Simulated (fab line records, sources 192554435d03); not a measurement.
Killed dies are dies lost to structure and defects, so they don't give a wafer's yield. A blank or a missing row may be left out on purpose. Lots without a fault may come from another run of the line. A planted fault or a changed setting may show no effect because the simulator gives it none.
Split-lot experiment | flow n5_finfet | 7 lots, 39 wafers read, on a route of 1938 steps

THE SPLIT
At N5_GATE_CUT_ETCH_58 (etches SiNx in CH3F/O2, target depth 17 nm, time 128.6 s), the setting bias_w was moved away from the recipe's 21 W on 9 of the 39 wafers read, by -15.6% to +16.5%. The other wafers ran this setting at the recipe's value.

The reading is taken at the split's own step.

THE READING
rf_vpp_V, in V, at N5_GATE_CUT_ETCH_58 (etches SiNx in CH3F/O2, target depth 17 nm, time 128.6 s). Fault-free wafers of this fab line usually give 99.2 V, standard deviation 0.97 V.

wafer  | tool, chamber at the split | bias_w as run, W | against the recipe | rf_vpp_V, V | against lot-mates on the recipe
L075.1 | rie_diel-02, 2             | 21               | recipe             | 100.1       | -
L075.2 | rie_diel-02, 1             | 19.67            | -6.3%              | 95.0        | -3.4
L075.3 | rie_diel-02, 3             | 19.67            | -6.3%              | 95.1        | -3.3
L075.4 | rie_diel-02, 0             | 21               | recipe             | 98.4        | -
L075.5 | rie_diel-02, 2             | 19.67            | -6.3%              | 95.3        | -3.1
L075.6 | rie_diel-02, 1             | 21               | recipe             | 96.8        | -
L080.1 | rie_diel-04, 3             | 24.47            | +16.5%             | 109.1       | +9.3
L080.2 | rie_diel-04, 0             | 21               | recipe             | 99.5        | -
L080.3 | rie_diel-04, 2             | 24.47            | +16.5%             | 110.1       | +10.3
L080.4 | rie_diel-04, 1             | 24.47            | +16.5%             | 110.7       | +10.9
L080.5 | rie_diel-04, 1             | 21               | recipe             | 99.9        | -
L080.6 | rie_diel-04, 2             | 21               | recipe             | 99.9        | -
L082.1 | rie_diel-05, 1             | 17.72            | -15.6%             | 88.7        | -10.9
L082.2 | rie_diel-05, 0             | 21               | recipe             | 100.0       | -
L082.3 | rie_diel-05, 2             | 17.72            | -15.6%             | 88.4        | -11.2
L082.4 | rie_diel-05, 3             | 21               | recipe             | 99.9        | -
L082.5 | rie_diel-05, 1             | 21               | recipe             | 98.9        | -
L082.6 | rie_diel-05, 2             | 17.72            | -15.6%             | 88.4        | -11.2
L087.1 | rie_diel-04, 1             | 21               | recipe             | 100.7       | -
L087.2 | rie_diel-04, 3             | 21               | recipe             | 100.1       | -
L087.3 | rie_diel-04, 0             | 21               | recipe             | 100.6       | -
L087.4 | rie_diel-04, 2             | 21               | recipe             | 99.4        | -
L087.5 | rie_diel-04, 3             | 21               | recipe             | 100.4       | -
L087.6 | rie_diel-04, 0             | 21               | recipe             | 99.6        | -
L090.1 | rie_diel-04, 1             | 21               | recipe             | 100.0       | -
L090.4 | rie_diel-04, 2             | 21               | recipe             | 100.1       | -
L090.5 | rie_diel-04, 3             | 21               | recipe             | 100.5       | -
L091.1 | rie_diel-05, 0             | 21               | recipe             | 98.4        | -
L091.2 | rie_diel-05, 3             | 21               | recipe             | 96.9        | -
L091.3 | rie_diel-05, 1             | 21               | recipe             | 99.0        | -
L091.4 | rie_diel-05, 2             | 21               | recipe             | 100.7       | -
L091.5 | rie_diel-05, 3             | 21               | recipe             | 97.8        | -
L091.6 | rie_diel-05, 0             | 21               | recipe             | 100.1       | -
L092.1 | rie_diel-05, 0             | 21               | recipe             | 98.7        | -
L092.2 | rie_diel-05, 1             | 21               | recipe             | 99.5        | -
L092.3 | rie_diel-05, 2             | 21               | recipe             | 100.3       | -
L092.4 | rie_diel-05, 3             | 21               | recipe             | 98.7        | -
L092.5 | rie_diel-05, 3             | 21               | recipe             | 99.9        | -
L092.6 | rie_diel-05, 2             | 21               | recipe             | 99.3        | -

THE FIT
A straight line over all 39 wafers: rf_vpp_V changes by +0.667 V for each +1% of bias_w; r = +0.98; the points scatter about the line by 0.95 V.
The same after taking each lot's own level away (the mean of its wafers on the recipe; 39 wafers): +0.651 V for each +1%; r = +0.98; scatter 0.85 V.
On that fit, the largest move of bias_w shifts the reading by 11 V.
The lots' own levels span 98.43 to 100.20 V, that is 1.8 times the standard deviation above.
So the lot-to-lot level changes the slope little: the two slopes agree.
Check: with one of the wafers moved furthest among these (+16.5%) left out of the fit, the line predicts +11 V for it against its lot-mates. It came out at +9.33 V against them.
Tool readings at the split's step, against how far the setting was moved: rf_vpp_V r = +0.98.

OTHER SPLITS ON THESE WAFERS
These wafers also went through other splits before the reading. Each is held against what the fit with the lots' levels taken away leaves over:
other split on the same wafers             | wafers away from the commonest value | r with rf_vpp_V (lot level and that fit taken away)
N5_FIN_SAQP_MANDREL_ETCH_22 target_depth_a | 15                                   | -0.02
N5_DUMMY_GATE_ETCH_32 time_s               | 12                                   | +0.14

THE WHOLE CHAIN: every reading that the file lists as answering this split, in the file's order
step                | what it does                                             | reading                                                        | change (the file's fit)                | r (the file's)
N5_GATE_CUT_ETCH_58 | etches SiNx in CH3F/O2, target depth 17 nm, time 128.6 s | rf_vpp_V                                                       | +0.652 V for each +1% of the setting   | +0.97
N5_GATE_CUT_ETCH_58 | etches SiNx in CH3F/O2, target depth 17 nm, time 128.6 s | etch.depth_nm (the simulator's own value, which no gauge read) | +0.0708 nm for each +1% of the setting | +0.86

THE FILE'S OWN FIT
rf_vpp_V changes by +0.652 V for each +1% of bias_w, r = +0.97.
